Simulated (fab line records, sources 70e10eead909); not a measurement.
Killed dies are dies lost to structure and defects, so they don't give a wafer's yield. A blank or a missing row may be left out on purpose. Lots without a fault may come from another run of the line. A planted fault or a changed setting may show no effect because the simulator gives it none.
Problem report in the 8D (eight disciplines) form, filled by code | flow nand_harc | the parts of the form that need people (team, actions taken, sign-off) are left out

1. THE PROBLEM
killed_dies at NHARC_END_SORT_01 reads a mean of 152 on 1 wafer of 1 lot; wafers without a fault read 60 with a standard deviation of 19. That is +4.8 standard deviations from the usual mean.
First seen on wafer L243.1, day 27 07:42, on prober-02. The record holds 5 wafers of 2 lots with a number at this step. Rule for "out", or "out of limits": more than 4 standard deviations from the usual mean. The other wafers with a number count as sound.

2. WHAT IT IS AND WHAT IT IS NOT
question                    | is                           | is not
which readings at this step | killed_dies, killed_at_array | killed_at_other, killed_at_periphery, killed_open, killed_short
which lots                  | L243                         | L240
which wafers of those lots  | L243.1                       | L243.2
read on which gauges        | prober-02                    | prober-01
when                        | from day 27 07:42            | up to then (3 sound wafers); but 1 sound wafer of L243 came after

3. SUSPECTS, AND WHAT RULES EACH OUT
Counting: a tool at a process step up to the reading stays a suspect if it ran every lot that is out. Sound lots after the first of them don't rule it out here, since some wafers of a struck lot are sound.
- the gauge at NHARC_END_SORT_01: kept. All the wafers that are out were read on prober-02, and no step on other tools shows them out.
- har_etch-01 at NHARC_A_CHANNEL_HOLE_D1_ETCH_23 (etches the open film in C4F8/O2/Ar, time 819 s, target depth 1600 nm): kept. It ran the lot that is out, L243 (day 11 04:08); its last sound lot up to then is L240 (day 9 21:55).
- har_etch-01 at NHARC_A_CHANNEL_HOLE_D1_ETCH_33 (etches the open film in C4F8/O2/Ar, time 90 s, target depth 400 nm): kept. It ran the lot that is out, L243 (day 11 06:40); its last sound lot up to then is L240 (day 10 00:26).
- ald_hk-03 at NHARC_A_CHANNEL_FILL_D1_ALD_16 (deposits SiO2, target thk 1.5 nm, pulse time 10 s, ald cycles 15): kept. It ran the lot that is out, L243 (day 11 19:59).
- rie_diel-08 at NHARC_A_CHANNEL_FILL_D1_STRIP_28 (strips in O2, time 20 s): kept. It ran the lot that is out, L243 (day 12 07:57); its last sound lot up to then is L240 (day 11 03:42).
- Within har_etch-01 at NHARC_A_CHANNEL_HOLE_D1_ETCH_23: the wafers that are out ran in chamber 1; their sound lot-mates ran in chamber 0.
- Within har_etch-01 at NHARC_A_CHANNEL_HOLE_D1_ETCH_33: the wafers that are out ran in chamber 1; their sound lot-mates ran in chamber 0.
- Within ald_hk-03 at NHARC_A_CHANNEL_FILL_D1_ALD_16: the wafers that are out ran in chamber 2; their sound lot-mates ran in chamber 1.
- Within rie_diel-08 at NHARC_A_CHANNEL_FILL_D1_STRIP_28: the wafers that are out ran in chamber 1; their sound lot-mates ran in chamber 2.
Left after counting: har_etch-01 at NHARC_A_CHANNEL_HOLE_D1_ETCH_23, har_etch-01 at NHARC_A_CHANNEL_HOLE_D1_ETCH_33, ald_hk-03 at NHARC_A_CHANNEL_FILL_D1_ALD_16, rie_diel-08 at NHARC_A_CHANNEL_FILL_D1_STRIP_28, prober-02 at NHARC_END_SORT_01.

4. THE CAUSE (what the simulator had put in)
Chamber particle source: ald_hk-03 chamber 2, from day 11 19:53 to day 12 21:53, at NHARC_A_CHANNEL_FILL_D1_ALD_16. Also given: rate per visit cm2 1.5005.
Counting left 5 suspects, and this tool is among them.

5. THE CHAIN OF EFFECTS, in route order
Each row: a reading whose mean over the struck wafers that have a number lies more than 3 standard deviations from the usual. Only readings for which the record gives a usual standard deviation are gone through. hours: the time from each lot's start at the first step in this table that gives one to its start at this step, as a median over the lots. sigmas: the change in usual standard deviations.
hours | step              | reading         | usual | on struck wafers | change | sigmas
0     | NHARC_END_SORT_01 | killed_at_array | 56    | 143              | +87    | +4.6
0     | NHARC_END_SORT_01 | killed_dies     | 60    | 152              | +92    | +4.8

6. WHAT WOULD HAVE CAUGHT IT SOONER
In this record the first reading out of limits at a measuring or inspecting step was taken at day 27 07:42, 372 hours after the fault began at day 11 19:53.
Of the tool readings at NHARC_A_CHANNEL_FILL_D1_ALD_16 for which the record gives a usual standard deviation, none was out on any struck wafer, so an alarm limit of 4 standard deviations on them would not have fired.
All the lots that are out (1) had begun NHARC_A_CHANNEL_FILL_D1_ALD_16 on ald_hk-03 by day 27 07:42. A hold on the tool at that time would have spared none of them.
